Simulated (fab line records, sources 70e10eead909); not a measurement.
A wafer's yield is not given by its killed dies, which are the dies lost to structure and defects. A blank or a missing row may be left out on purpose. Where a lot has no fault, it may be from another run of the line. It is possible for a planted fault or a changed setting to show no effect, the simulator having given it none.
Chamber matching | flow nand harc | NHARC_A_BLC_CMP_25 on cmp-04: 4 sister chambers
The step polishes, t overpolish 30 s, target thk 150 nm. 4 wafers are shown with their chamber, then 8 later ones without.

== WAFERS PAIRED WITH THEIR CHAMBERS ==
wafer  | chamber | motor current A (A)
L077.5 | 1       | 12.9
L082.2 | 3       | 11.0
L082.6 | 0       | 13.0
L089.1 | 2       | 14.1

== WAFERS MISSING THEIR CHAMBER ==
wafer  | motor current A (A)
L089.2 | 13.2
L089.4 | 12.9
L091.2 | 13.1
L091.3 | 12.4
L091.5 | 12.5
L097.3 | 13.6
L097.5 | 13.4
L097.6 | 12.7

== WHICH CHAMBER EACH ONE RAN IN ==
wafer  | from the rows above          | in truth
L089.2 | can't be placed: 0 or 1      | 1
L089.4 | can't be placed: 1 or 0      | 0
L091.2 | can't be placed: 0 or 1      | 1
L091.3 | can't be placed: 1 or 0      | 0
L091.5 | can't be placed: 1 or 0      | 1
L097.3 | can't be placed: 2 or 0 or 1 | 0
L097.5 | can't be placed: 0 or 1 or 2 | 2
L097.6 | can't be placed: 1 or 0      | 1
0 of 8 placed correctly. Unplaceable from these rows: 8, with the true chamber sitting among the candidates in 8. 0 placed wrongly.
How it was worked out, from the rows above alone: a wafer's distance from a chamber is the root of the sum, over the readings, of the square of ((its reading less the chamber's mean) divided by the reading's scatter). The wafer belongs to the nearest chamber; if the next one is less than 2 further off, it can't be placed. The mean given for a chamber averages the wafers shown for that chamber. The scatter: root of mean squared gap, hidden wafer to nearest shown wafer, with one shown wafer a chamber.
